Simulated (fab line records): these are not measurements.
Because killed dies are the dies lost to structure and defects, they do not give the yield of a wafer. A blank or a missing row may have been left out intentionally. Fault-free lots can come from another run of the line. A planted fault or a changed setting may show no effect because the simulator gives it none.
fab line records || flow nand-harc
[record] {"lots": 6, "wafers": 18, "last-day": 33}
route steps=1302 shown P_GATE@115 END@1302
lots that met no fault: from a run of the same line without faults
start-h: hours from the record's first day to the start of the lot's first wafer shown || wait-h: hours from the lot's prior step to this one || " same as the row above || L1.1+2: several wafers, shown together as one row || - either no value or no given start || * or withheld: withheld || < > ~ a bound
route shown NAME@n: NAME is a module with steps in the file, n the number in the route of the first one || usual: average and standard deviation across the fault-free wafers || same: alike in all rows || chamber/n: place in a boat || sites: the reading at each site || _std_site: how widely they spread, as a standard deviation || _edge_site: the outer-site mean with the inner-site mean subtracted || radius-mm: for every site, how far away it sits from the centre of the wafer || mask NAME#n: copy n || behind: the most recent tool/chamber to have shaped the wafer || hold: why the lot went on hold/how many hours it stayed there/how the hold came to an end || device: which transistor (n, p or np) failed to switch || end of line: the same wafers' tests at the end of the route || a step without rows: its recipe alone || killed: dies lost to structure and defects at the first sort, not the wafer's yield || map: shows each die of a wafer: x if killed, . if not, _ if none is there
set.NAME: the setting as run; set.NAME@STEP: as run at that earlier step || model.NAME: the simulator's own value behind a step, which no gauge read
certain route steps with their lots: each step a table, each wafer a row
services: the hour from which a tool's chamber was out of use, counted from the record's first day as start-h (under 0 if before that day), plus the number of hours and why
[[steps]]
[step NHARC_P_GATE_HMDS_04]
[recipe] {"time-s": 30}
[step NHARC_P_GATE_COAT_05]
[recipe] {"spin-rpm": 4690}
[step NHARC_P_GATE_SOFTBAKE_06]
[recipe] {"temp-c": 122, "time-s": 95}
[step NHARC_P_GATE_EBR_07]
[step NHARC_P_GATE_EXPOSE_08]
[recipe] {"na": 0.6, "dose-mj": 16.75, "mask-id": "P_HV"}
[step NHARC_P_GATE_PEB_09]
[recipe] {"peb-temp-c": 118, "peb-time-s": 85}
[step NHARC_P_GATE_DEVELOP_10]
[recipe] {"time-s": 70}
[step NHARC_P_GATE_CD_MEAS_11]
[recipe] {"target-cd-nm": 1640, "landing-energy-ev": 500}
[usual] {"cd-nm": "1640.2/1.4"}
{"lot.wafer": "L146.4", "tool": "cd-sem-02", "chamber": 0, "start-h": 101.59, "wait-h": "-", "cd-nm": 1637.9}
{"lot.wafer": "L146.5", "tool": "cd-sem-02", "chamber": 0, "start-h": 101.59, "wait-h": "-", "cd-nm": 1639.8}
{"lot.wafer": "L146.6", "tool": "cd-sem-02", "chamber": 0, "start-h": 101.59, "wait-h": "-", "cd-nm": 1641.3}
{"lot.wafer": "L152.1", "tool": "cd-sem-03", "chamber": 0, "start-h": 167.26, "wait-h": "-", "cd-nm": 1638.3}
{"lot.wafer": "L152.2", "tool": "cd-sem-03", "chamber": 0, "start-h": 167.26, "wait-h": "-", "cd-nm": 1638.7}
{"lot.wafer": "L152.5", "tool": "cd-sem-03", "chamber": 0, "start-h": 167.26, "wait-h": "-", "cd-nm": 1638.9}
{"lot.wafer": "L155.2", "tool": "cd-sem-02", "chamber": 0, "start-h": 194.99, "wait-h": "-", "cd-nm": 1640.2}
{"lot.wafer": "L155.3", "tool": "cd-sem-02", "chamber": 0, "start-h": 194.99, "wait-h": "-", "cd-nm": 1642.7}
{"lot.wafer": "L155.5", "tool": "cd-sem-02", "chamber": 0, "start-h": 194.99, "wait-h": "-", "cd-nm": 1641.4}
{"lot.wafer": "L161.1", "tool": "cd-sem-01", "chamber": 0, "start-h": 249.44, "wait-h": "-", "cd-nm": 1640.7}
{"lot.wafer": "L161.3", "tool": "cd-sem-01", "chamber": 0, "start-h": 249.44, "wait-h": "-", "cd-nm": 1642.0}
{"lot.wafer": "L161.4", "tool": "cd-sem-01", "chamber": 0, "start-h": 249.44, "wait-h": "-", "cd-nm": 1642.5}
{"lot.wafer": "L162.1", "tool": "cd-sem-02", "chamber": 0, "start-h": 259.30, "wait-h": "-", "cd-nm": 1642.9}
{"lot.wafer": "L162.3", "tool": "cd-sem-02", "chamber": 0, "start-h": 259.30, "wait-h": "-", "cd-nm": 1642.5}
{"lot.wafer": "L162.6", "tool": "cd-sem-02", "chamber": 0, "start-h": 259.30, "wait-h": "-", "cd-nm": 1642.0}
{"lot.wafer": "L164.2", "tool": "cd-sem-03", "chamber": 0, "start-h": 283.20, "wait-h": "-", "cd-nm": 1639.4}
{"lot.wafer": "L164.4", "tool": "cd-sem-03", "chamber": 0, "start-h": 283.20, "wait-h": "-", "cd-nm": 1639.7}
{"lot.wafer": "L164.6", "tool": "cd-sem-03", "chamber": 0, "start-h": 283.20, "wait-h": "-", "cd-nm": 1639.0}
[step NHARC_P_GATE_HARDBAKE_12]
[recipe] {"temp-c": 125, "time-s": 80}
[step NHARC_P_GATE_DESCUM_13]
[recipe] {"time-s": 3, "o2-flow-sccm": 200, "ar-flow-sccm": 0, "bias-power-w": 0, "chemistry": "O2"}
[usual] {"drypump-motor-current-A": "5.7/0.52", "o2-flow-sccm": "200.0/0.61", "oes-product-au": "1.003/0.0071", "rf-vpp-V": "58.0/0.86", "showerhead-plenum-p-Torr": "1.94/0.082", "throttle-valve-pct": "11.311/0.0087"}
{"lot.wafer": "L146.4", "tool": "rie-diel-12", "chamber": 3, "start-h": 101.74, "wait-h": "-", "drypump-motor-current-A": 6.2, "o2-flow-sccm": 200.3, "oes-product-au": 0.996, "rf-hours-counter-h": 0, "rf-vpp-V": 58.0, "showerhead-plenum-p-Torr": 1.90, "throttle-valve-pct": 11.310}
{"lot.wafer": "L146.5", "tool": "rie-diel-12", "chamber": 3, "start-h": 101.74, "wait-h": "-", "drypump-motor-current-A": 6.2, "o2-flow-sccm": 198.9, "oes-product-au": 1.007, "rf-hours-counter-h": "-", "rf-vpp-V": 57.2, "showerhead-plenum-p-Torr": 1.90, "throttle-valve-pct": 11.303}
{"lot.wafer": "L146.6", "tool": "rie-diel-12", "chamber": 0, "start-h": 101.74, "wait-h": "-", "drypump-motor-current-A": 5.1, "o2-flow-sccm": 199.6, "oes-product-au": 1.000, "rf-hours-counter-h": "-", "rf-vpp-V": 57.5, "showerhead-plenum-p-Torr": 1.79, "throttle-valve-pct": 11.319}
{"lot.wafer": "L152.1", "tool": "rie-diel-01", "chamber": 0, "start-h": 167.42, "wait-h": "-", "drypump-motor-current-A": 5.0, "o2-flow-sccm": 200.2, "oes-product-au": 0.995, "rf-hours-counter-h": 8, "rf-vpp-V": 57.9, "showerhead-plenum-p-Torr": 2.03, "throttle-valve-pct": 11.316}
{"lot.wafer": "L152.2", "tool": "rie-diel-01", "chamber": 1, "start-h": 167.42, "wait-h": "-", "drypump-motor-current-A": 5.4, "o2-flow-sccm": 199.8, "oes-product-au": 1.000, "rf-hours-counter-h": 7, "rf-vpp-V": 58.1, "showerhead-plenum-p-Torr": 2.05, "throttle-valve-pct": 11.306}
{"lot.wafer": "L152.5", "tool": "rie-diel-01", "chamber": 1, "start-h": 167.42, "wait-h": "-", "drypump-motor-current-A": 5.4, "o2-flow-sccm": 199.8, "oes-product-au": 1.005, "rf-hours-counter-h": "-", "rf-vpp-V": 59.7, "showerhead-plenum-p-Torr": 2.05, "throttle-valve-pct": 11.317}
{"lot.wafer": "L155.3", "tool": "rie-diel-09", "chamber": 2, "start-h": 195.16, "wait-h": "-", "drypump-motor-current-A": 6.1, "o2-flow-sccm": 199.9, "oes-product-au": 0.999, "rf-hours-counter-h": 3, "rf-vpp-V": 57.6, "showerhead-plenum-p-Torr": 1.92, "throttle-valve-pct": 11.317}
{"lot.wafer": "L155.2", "tool": "rie-diel-09", "chamber": 3, "start-h": 195.16, "wait-h": "-", "drypump-motor-current-A": 6.2, "o2-flow-sccm": 199.3, "oes-product-au": 1.014, "rf-hours-counter-h": 2, "rf-vpp-V": 58.6, "showerhead-plenum-p-Torr": 2.03, "throttle-valve-pct": 11.304}
{"lot.wafer": "L155.5", "tool": "rie-diel-09", "chamber": 2, "start-h": 195.16, "wait-h": "-", "drypump-motor-current-A": 6.1, "o2-flow-sccm": 199.9, "oes-product-au": 0.999, "rf-hours-counter-h": "-", "rf-vpp-V": 58.4, "showerhead-plenum-p-Torr": 1.92, "throttle-valve-pct": 11.321}
{"lot.wafer": "L161.1", "tool": "rie-diel-09", "chamber": 1, "start-h": 249.60, "wait-h": "-", "drypump-motor-current-A": 6.7, "o2-flow-sccm": 200.1, "oes-product-au": 1.007, "rf-hours-counter-h": 8, "rf-vpp-V": 58.7, "showerhead-plenum-p-Torr": 1.84, "throttle-valve-pct": 11.312}
{"lot.wafer": "L161.3", "tool": "rie-diel-09", "chamber": 2, "start-h": 249.60, "wait-h": "-", "drypump-motor-current-A": 6.1, "o2-flow-sccm": 200.2, "oes-product-au": 1.004, "rf-hours-counter-h": 7, "rf-vpp-V": 58.7, "showerhead-plenum-p-Torr": 1.92, "throttle-valve-pct": 11.305}
{"lot.wafer": "L161.4", "tool": "rie-diel-09", "chamber": 0, "start-h": 249.60, "wait-h": "-", "drypump-motor-current-A": 5.7, "o2-flow-sccm": 200.5, "oes-product-au": 0.998, "rf-hours-counter-h": 6, "rf-vpp-V": 57.3, "showerhead-plenum-p-Torr": 2.06, "throttle-valve-pct": 11.316}
{"lot.wafer": "L162.1", "tool": "rie-diel-12", "chamber": 2, "start-h": 259.47, "wait-h": "-", "drypump-motor-current-A": 5.8, "o2-flow-sccm": 200.2, "oes-product-au": 1.014, "rf-hours-counter-h": 8, "rf-vpp-V": 58.7, "showerhead-plenum-p-Torr": 1.95, "throttle-valve-pct": 11.305}
{"lot.wafer": "L162.3", "tool": "rie-diel-12", "chamber": 0, "start-h": 259.47, "wait-h": "-", "drypump-motor-current-A": 5.1, "o2-flow-sccm": 199.4, "oes-product-au": 1.000, "rf-hours-counter-h": 9, "rf-vpp-V": 56.2, "showerhead-plenum-p-Torr": 1.78, "throttle-valve-pct": 11.309}
{"lot.wafer": "L162.6", "tool": "rie-diel-12", "chamber": 1, "start-h": 259.47, "wait-h": "-", "drypump-motor-current-A": 5.4, "o2-flow-sccm": 199.8, "oes-product-au": 1.012, "rf-hours-counter-h": "-", "rf-vpp-V": 56.6, "showerhead-plenum-p-Torr": 1.91, "throttle-valve-pct": 11.339}
{"lot.wafer": "L164.4", "tool": "rie-diel-09", "chamber": 3, "start-h": 283.35, "wait-h": "-", "drypump-motor-current-A": 6.2, "o2-flow-sccm": 200.2, "oes-product-au": 1.005, "rf-hours-counter-h": 7, "rf-vpp-V": 60.2, "showerhead-plenum-p-Torr": 2.03, "throttle-valve-pct": 11.296}
{"lot.wafer": "L164.2", "tool": "rie-diel-09", "chamber": 2, "start-h": 283.35, "wait-h": "-", "drypump-motor-current-A": 6.2, "o2-flow-sccm": 200.0, "oes-product-au": 1.016, "rf-hours-counter-h": 8, "rf-vpp-V": 59.3, "showerhead-plenum-p-Torr": 1.92, "throttle-valve-pct": 11.318}
{"lot.wafer": "L164.6", "tool": "rie-diel-09", "chamber": 3, "start-h": 283.35, "wait-h": "-", "drypump-motor-current-A": 6.2, "o2-flow-sccm": 198.8, "oes-product-au": 1.009, "rf-hours-counter-h": "-", "rf-vpp-V": 58.9, "showerhead-plenum-p-Torr": 2.03, "throttle-valve-pct": 11.319}
[step NHARC_P_GATE_ETCH_14]
[recipe] {"target-depth-a": 488, "chemistry": "dHF", "material": "SiO2"}
[step NHARC_P_GATE_STRIP_15]
[recipe] {"time-s": 780, "temp-c": 130, "chemistry": "SPM"}
[step NHARC_P_GATE_PRECLEAN_71]
[recipe] {"time-s": "*", "temp-c": 50, "bath-age-min": 0, "chemistry": "SC1"}
[usual] {"run-length-s": "*"}
{"lot.wafer": "L146.6", "tool": "wet-bench-06", "chamber": 6, "start-h": 101.97, "wait-h": "-", "run-length-s": "*"}
{"lot.wafer": "L146.4", "tool": "wet-bench-06", "chamber": 7, "start-h": 101.97, "wait-h": "-", "run-length-s": "*"}
{"lot.wafer": "L146.5", "tool": "wet-bench-06", "chamber": 0, "start-h": 101.97, "wait-h": "-", "run-length-s": "*"}
{"lot.wafer": "L152.5", "tool": "wet-bench-03", "chamber": 4, "start-h": 167.65, "wait-h": "-", "run-length-s": "*"}
{"lot.wafer": "L152.1", "tool": "wet-bench-03", "chamber": 5, "start-h": 167.65, "wait-h": "-", "run-length-s": "*"}
{"lot.wafer": "L152.2", "tool": "wet-bench-03", "chamber": 6, "start-h": 167.65, "wait-h": "-", "run-length-s": "*"}
{"lot.wafer": "L155.3", "tool": "wet-bench-03", "chamber": 7, "start-h": 195.37, "wait-h": "-", "run-length-s": "*"}
{"lot.wafer": "L155.5", "tool": "wet-bench-03", "chamber": 0, "start-h": 195.37, "wait-h": "-", "run-length-s": "*"}
{"lot.wafer": "L155.2", "tool": "wet-bench-03", "chamber": 3, "start-h": 195.37, "wait-h": "-", "run-length-s": "*"}
{"lot.wafer": "L161.3", "tool": "wet-bench-04", "chamber": 2, "start-h": 249.82, "wait-h": "-", "run-length-s": "*"}
{"lot.wafer": "L161.1", "tool": "wet-bench-04", "chamber": 3, "start-h": 249.82, "wait-h": "-", "run-length-s": "*"}
{"lot.wafer": "L161.4", "tool": "wet-bench-04", "chamber": 5, "start-h": 249.82, "wait-h": "-", "run-length-s": "*"}
{"lot.wafer": "L162.6", "tool": "wet-bench-03", "chamber": 0, "start-h": 259.69, "wait-h": "-", "run-length-s": "*"}
{"lot.wafer": "L162.3", "tool": "wet-bench-03", "chamber": 2, "start-h": 259.69, "wait-h": "-", "run-length-s": "*"}
{"lot.wafer": "L162.1", "tool": "wet-bench-03", "chamber": 3, "start-h": 259.69, "wait-h": "-", "run-length-s": "*"}
{"lot.wafer": "L164.2", "tool": "wet-bench-03", "chamber": 4, "start-h": 283.58, "wait-h": "-", "run-length-s": "*"}
{"lot.wafer": "L164.4", "tool": "wet-bench-03", "chamber": 5, "start-h": 283.58, "wait-h": "-", "run-length-s": "*"}
{"lot.wafer": "L164.6", "tool": "wet-bench-03", "chamber": 1, "start-h": 283.58, "wait-h": "-", "run-length-s": "*"}
[step NHARC_P_GATE_SRD_72]
[step NHARC_END_SORT_01]
[recipe] {"temp-c": 25}
[usual] {"killed-at-array": "59/19", "killed-at-other": "0.6/0.85", "killed-at-periphery": "3.8/2.5", "killed-dies": "64/19", "killed-open": "3.3/1.8", "killed-short": "2.2/1.6"}
[same] {"gross-dies": 677}
{"lot.wafer": "L146.4", "tool": "prober-01", "chamber": 0, "start-h": 579.48, "wait-h": 3.4, "killed-at-array": 25, "killed-at-other": 0, "killed-at-periphery": 2, "killed-dies": 27, "killed-open": 1, "killed-short": 3}
{"lot.wafer": "L146.5", "tool": "prober-01", "chamber": 0, "start-h": 580.28, "wait-h": 3.7, "killed-at-array": 30, "killed-at-other": 1, "killed-at-periphery": 4, "killed-dies": 35, "killed-open": 4, "killed-short": 2}
{"lot.wafer": "L146.6", "tool": "prober-01", "chamber": 0, "start-h": 581.08, "wait-h": 4.0, "killed-at-array": 19, "killed-at-other": 0, "killed-at-periphery": 6, "killed-dies": 25, "killed-open": 0, "killed-short": 3}
{"lot.wafer": "L152.1", "tool": "prober-01", "chamber": 0, "start-h": 652.46, "wait-h": 2.5, "killed-at-array": 98, "killed-at-other": 0, "killed-at-periphery": 1, "killed-dies": 99, "killed-open": 3, "killed-short": 0}
{"lot.wafer": "L152.2", "tool": "prober-01", "chamber": 0, "start-h": 653.26, "wait-h": 2.8, "killed-at-array": 81, "killed-at-other": 0, "killed-at-periphery": 3, "killed-dies": 84, "killed-open": 5, "killed-short": 3}
{"lot.wafer": "L152.5", "tool": "prober-01", "chamber": 0, "start-h": 655.65, "wait-h": 3.7, "killed-at-array": 89, "killed-at-other": 0, "killed-at-periphery": 4, "killed-dies": 93, "killed-open": 3, "killed-short": 1}
{"lot.wafer": "L155.2", "tool": "prober-02", "chamber": 0, "start-h": 682.53, "wait-h": 2.8, "killed-at-array": 59, "killed-at-other": 1, "killed-at-periphery": 4, "killed-dies": 64, "killed-open": 8, "killed-short": 0}
{"lot.wafer": "L155.3", "tool": "prober-02", "chamber": 0, "start-h": 683.33, "wait-h": 3.1, "killed-at-array": 74, "killed-at-other": 0, "killed-at-periphery": 0, "killed-dies": 74, "killed-open": 5, "killed-short": 2}
{"lot.wafer": "L155.5", "tool": "prober-02", "chamber": 0, "start-h": 684.94, "wait-h": 3.7, "killed-at-array": 55, "killed-at-other": 0, "killed-at-periphery": 7, "killed-dies": 62, "killed-open": 2, "killed-short": 3}
{"lot.wafer": "L161.1", "tool": "prober-01", "chamber": 0, "start-h": 727.56, "wait-h": 2.5, "killed-at-array": 67, "killed-at-other": 2, "killed-at-periphery": 2, "killed-dies": 71, "killed-open": 1, "killed-short": 0}
{"lot.wafer": "L161.3", "tool": "prober-01", "chamber": 0, "start-h": 729.14, "wait-h": 3.1, "killed-at-array": 92, "killed-at-other": 1, "killed-at-periphery": 1, "killed-dies": 94, "killed-open": 4, "killed-short": 1}
{"lot.wafer": "L161.4", "tool": "prober-01", "chamber": 0, "start-h": 729.93, "wait-h": 3.4, "killed-at-array": 66, "killed-at-other": 1, "killed-at-periphery": 5, "killed-dies": 72, "killed-open": 4, "killed-short": 3}
{"lot.wafer": "L162.1", "tool": "prober-01", "chamber": 0, "start-h": 761.75, "wait-h": 2.5, "killed-at-array": 82, "killed-at-other": 0, "killed-at-periphery": 4, "killed-dies": 86, "killed-open": 4, "killed-short": 4}
{"lot.wafer": "L162.3", "tool": "prober-01", "chamber": 0, "start-h": 763.35, "wait-h": 3.1, "killed-at-array": 79, "killed-at-other": 0, "killed-at-periphery": 1, "killed-dies": 80, "killed-open": 4, "killed-short": 0}
{"lot.wafer": "L162.6", "tool": "prober-01", "chamber": 0, "start-h": 765.74, "wait-h": 4.0, "killed-at-array": 82, "killed-at-other": 0, "killed-at-periphery": 7, "killed-dies": 89, "killed-open": 5, "killed-short": 5}
{"lot.wafer": "L164.2", "tool": "prober-01", "chamber": 0, "start-h": 781.51, "wait-h": 2.8, "killed-at-array": 57, "killed-at-other": 0, "killed-at-periphery": 7, "killed-dies": 64, "killed-open": 3, "killed-short": 3}
{"lot.wafer": "L164.4", "tool": "prober-01", "chamber": 0, "start-h": 783.12, "wait-h": 3.4, "killed-at-array": 50, "killed-at-other": 0, "killed-at-periphery": 5, "killed-dies": 55, "killed-open": 0, "killed-short": 2}
{"lot.wafer": "L164.6", "tool": "prober-01", "chamber": 0, "start-h": 784.72, "wait-h": 4.0, "killed-at-array": 59, "killed-at-other": 0, "killed-at-periphery": 10, "killed-dies": 69, "killed-open": 6, "killed-short": 3}
// killed by level:class
L146.4 A_CHANNEL_HOLE_D2:chamber-film-flake=5 A_SLIT:chamber-film-flake=4 A_CONTACT:chamber-film-flake=3 P_GATE:chamber-film-flake=2 A_CHANNEL_HOLE_D1:chamber-film-flake=2 A_STAIRCASE:chamber-film-flake=2 A_WL_FILL:chamber-film-flake=2 A_M0:chamber-film-flake=2
L146.5 A_CHANNEL_HOLE_D2:chamber-film-flake=9 A_STAIRCASE:chamber-film-flake=4 A_CHANNEL_HOLE_D1:chamber-film-flake=3 A_CONTACT:chamber-film-flake=3 A_M0:geometric-particle:open=2 P_ZERO_WELL:chamber-film-flake=2 A_WL_FILL:chamber-film-flake=2 A_M0:chamber-film-flake=2
L146.6 A_CHANNEL_HOLE_D2:chamber-film-flake=8 P_GATE:chamber-film-flake=5 A_WL_FILL:chamber-film-flake=3 A_STAIRCASE:chamber-film-flake=2 A_ONON_D1:geometric-particle:short=1 A_ONON_D2:geometric-particle:short=1 A_BLC:geometric-particle:short=1 P_CONTACT:chamber-film-flake=1
L152.1 A_CHANNEL_HOLE_D1:chamber-film-flake=41 A_SLIT:chamber-film-flake=31 A_CHANNEL_HOLE_D2:chamber-film-flake=10 A_BONDPAD:chamber-film-flake=6 A_CONTACT:chamber-film-flake=5 A_CHANNEL_FILL_D2:geometric-particle:open=2 A_SOURCE_PLATE:geometric-particle:open=1 P_ZERO_WELL:chamber-film-flake=1
L152.2 A_SLIT:chamber-film-flake=29 A_CHANNEL_HOLE_D1:chamber-film-flake=21 A_CHANNEL_HOLE_D2:chamber-film-flake=16 A_BONDPAD:chamber-film-flake=4 A_CONTACT:chamber-film-flake=4 A_ONON_D1:geometric-particle:open=2 P_CONTACT:geometric-particle:open=1 P_M0:geometric-particle:open=1
L152.5 A_CHANNEL_HOLE_D1:chamber-film-flake=40 A_SLIT:chamber-film-flake=23 A_CHANNEL_HOLE_D2:chamber-film-flake=10 A_CONTACT:chamber-film-flake=5 P_GATE:chamber-film-flake=4 A_BONDPAD:chamber-film-flake=4 A_ONON_D1:geometric-particle:open=1 A_CHANNEL_FILL_D2:geometric-particle:open=1
L155.2 A_CHANNEL_HOLE_D1:chamber-film-flake=21 A_CHANNEL_HOLE_D2:chamber-film-flake=19 A_CONTACT:chamber-film-flake=4 A_ZERO_WELL:chamber-film-flake=3 A_STAIRCASE:chamber-film-flake=3 A_WL_FILL:geometric-particle:open=2 P_GATE:chamber-film-flake=2 A_SLIT:chamber-film-flake=2
L155.3 A_CHANNEL_HOLE_D1:chamber-film-flake=35 A_CHANNEL_HOLE_D2:chamber-film-flake=21 A_CONTACT:chamber-film-flake=6 A_ZERO_WELL:chamber-film-flake=3 A_CHANNEL_FILL_D1:geometric-particle:open=2 A_ONON_D2:geometric-particle:open=1 A_CHANNEL_FILL_D2:geometric-particle:short=1 A_SGD_CUT:geometric-particle:short=1
L155.5 A_CHANNEL_HOLE_D1:chamber-film-flake=27 A_CHANNEL_HOLE_D2:chamber-film-flake=13 P_GATE:chamber-film-flake=5 A_CONTACT:chamber-film-flake=5 P_BONDPAD:chamber-film-flake=2 A_WL_FILL:chamber-film-flake=2 A_DECK1_JOINT:geometric-particle:short=1 A_ONON_D2:geometric-particle:short=1
L161.1 A_CHANNEL_HOLE_D1:chamber-film-flake=24 A_CHANNEL_HOLE_D2:chamber-film-flake=21 A_CONTACT:chamber-film-flake=4 A_SGD_CUT:chamber-film-flake=4 A_CHANNEL_FILL_D2:chamber-film-flake=3 A_STAIRCASE:chamber-film-flake=3 A_ZERO_WELL:chamber-film-flake=2 A_SLIT:chamber-film-flake=2
L161.3 A_CHANNEL_HOLE_D1:chamber-film-flake=47 A_CHANNEL_HOLE_D2:chamber-film-flake=20 A_CONTACT:chamber-film-flake=5 A_SGD_CUT:chamber-film-flake=3 A_ZERO_WELL:chamber-film-flake=2 A_CHANNEL_FILL_D1:chamber-film-flake=2 A_CHANNEL_FILL_D2:chamber-film-flake=2 A_STAIRCASE:chamber-film-flake=2
L161.4 A_CHANNEL_HOLE_D1:chamber-film-flake=23 A_CHANNEL_HOLE_D2:chamber-film-flake=20 A_SGD_CUT:chamber-film-flake=3 A_WL_FILL:chamber-film-flake=3 A_M1:chamber-film-flake=3 P_M0:geometric-particle:open=2 A_SLIT:chamber-film-flake=2 A_STAIRCASE:chamber-film-flake=2
L162.1 A_CHANNEL_HOLE_D1:chamber-film-flake=36 A_SLIT:chamber-film-flake=35 A_DECK1_JOINT:geometric-particle:open=2 P_ZERO_WELL:chamber-film-flake=2 A_CONTACT:chamber-film-flake=2 P_GATE:geometric-particle:short=1 P_CONTACT:geometric-particle:open=1 A_ONON_D1:geometric-particle:short=1
L162.3 A_CHANNEL_HOLE_D1:chamber-film-flake=35 A_SLIT:chamber-film-flake=32 A_CHANNEL_FILL_D2:geometric-particle:open=2 A_DECK1_JOINT:chamber-film-flake=2 A_CHANNEL_FILL_D2:chamber-film-flake=2 A_STAIRCASE:chamber-film-flake=2 A_CONTACT:chamber-film-flake=2 A_CHANNEL_FILL_D1:geometric-particle:open=1
L162.6 A_SLIT:chamber-film-flake=33 A_CHANNEL_HOLE_D1:chamber-film-flake=32 A_WL_FILL:chamber-film-flake=3 A_CONTACT:chamber-film-flake=3 A_ONON_D1:geometric-particle:open=2 P_ZERO_WELL:chamber-film-flake=2 A_STAIRCASE:chamber-film-flake=2 P_CONTACT:geometric-particle:open=1
L164.2 A_SLIT:chamber-film-flake=30 A_CHANNEL_HOLE_D1:chamber-film-flake=11 A_CONTACT:chamber-film-flake=5 P_ZERO_WELL:chamber-film-flake=3 P_M0:geometric-particle:short=2 P_BONDPAD:chamber-film-flake=2 A_STAIRCASE:chamber-film-flake=2 A_CHANNEL_HOLE_D2:chamber-film-flake=2
L164.4 A_SLIT:chamber-film-flake=25 A_CHANNEL_HOLE_D1:chamber-film-flake=10 A_CONTACT:chamber-film-flake=8 A_STAIRCASE:chamber-film-flake=3 A_CHANNEL_FILL_D2:chamber-film-flake=2 P_ZERO_WELL:chamber-film-flake=2 A_ONON_D2:geometric-particle:short=1 A_WL_FILL:geometric-particle:short=1
L164.6 A_SLIT:chamber-film-flake=31 A_CHANNEL_HOLE_D1:chamber-film-flake=11 A_STAIRCASE:chamber-film-flake=5 P_ZERO_WELL:chamber-film-flake=4 A_DECK1_JOINT:geometric-particle:short=2 P_STI:chamber-film-flake=2 A_CHANNEL_FILL_D2:chamber-film-flake=2 A_CONTACT:chamber-film-flake=2
[[services]]
{"tool": "rie-diel-12", "chamber": "-", "start-h": 91.40, "hours": 9.0, "kind": "pm"}
{"tool": "rie-diel-09", "chamber": "-", "start-h": 136.42, "hours": 0.7, "kind": "repair"}
{"tool": "rie-diel-09", "chamber": "-", "start-h": 143.10, "hours": 9.0, "kind": "pm"}
{"tool": "rie-diel-12", "chamber": 0, "start-h": 177.55, "hours": 8.0, "kind": "repair"}
{"tool": "rie-diel-09", "chamber": 3, "start-h": 177.86, "hours": 1.3, "kind": "repair"}
{"tool": "wet-bench-06", "chamber": "-", "start-h": 193.60, "hours": 8.0, "kind": "pm"}
{"tool": "rie-diel-09", "chamber": 0, "start-h": 202.43, "hours": 7.9, "kind": "repair"}
{"tool": "rie-diel-01", "chamber": "-", "start-h": 203.80, "hours": 9.0, "kind": "pm"}
{"tool": "wet-bench-03", "chamber": "-", "start-h": 210.49, "hours": 8.0, "kind": "pm"}
{"tool": "wet-bench-03", "chamber": 0, "start-h": 218.49, "hours": "-", "kind": "consumable-replace:bath"}
{"tool": "wet-bench-03", "chamber": 0, "start-h": 218.49, "hours": "-", "kind": "consumable-replace:filter"}
{"tool": "wet-bench-03", "chamber": 1, "start-h": 218.49, "hours": "-", "kind": "consumable-replace:bath"}
{"tool": "wet-bench-03", "chamber": 1, "start-h": 218.49, "hours": "-", "kind": "consumable-replace:filter"}
{"tool": "wet-bench-03", "chamber": 2, "start-h": 218.49, "hours": "-", "kind": "consumable-replace:bath"}
{"tool": "wet-bench-03", "chamber": 2, "start-h": 218.49, "hours": "-", "kind": "consumable-replace:filter"}
{"tool": "wet-bench-03", "chamber": 3, "start-h": 218.49, "hours": "-", "kind": "consumable-replace:bath"}
{"tool": "wet-bench-03", "chamber": 3, "start-h": 218.49, "hours": "-", "kind": "consumable-replace:filter"}
{"tool": "wet-bench-04", "chamber": "-", "start-h": 227.26, "hours": 8.0, "kind": "pm"}
{"tool": "rie-diel-12", "chamber": 2, "start-h": 231.05, "hours": 7.4, "kind": "repair"}
{"tool": "wet-bench-03", "chamber": "-", "start-h": 231.58, "hours": 0.9, "kind": "repair"}
{"tool": "wet-bench-04", "chamber": "-", "start-h": 255.62, "hours": 8.2, "kind": "repair"}
{"tool": "rie-diel-12", "chamber": 0, "start-h": 266.02, "hours": 2.6, "kind": "repair"}
{"tool": "rie-diel-12", "chamber": "-", "start-h": 268.40, "hours": 9.0, "kind": "pm"}
{"tool": "rie-diel-01", "chamber": 0, "start-h": 277.26, "hours": 3.5, "kind": "repair"}
[[key]]
[first-sign] {"step": "NHARC_P_GATE_PRECLEAN_71", "reading": "run-length-s", "direction": "down", "sigmas": "99+", "usual": "*", "struck": "*"}
effect none on later readings
met-at NHARC_P_GATE_PRECLEAN_71
struck-wafers L152.1,L152.2,L152.5,L155.2,L155.3,L155.5
tester-left-out L152,L155
[fault] {"kind": "process-parameter-drift", "tool": "wet-bench-03", "chamber": "-", "onset-h": 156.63, "steps": "NHARC_P_GATE_PRECLEAN_71", "channel": "time-s", "offset": "*", "shape": "step", "end-h": 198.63, "acts-in": "*", "stated": "*"}
// tester-left-out: of these lots the tester's yield and bins aren't shown, on N5 and GAA mostly nor the transistor test; their killed dies are dies lost to structure and defects alone, not to doping, threshold or leakage, so they don't give the yield
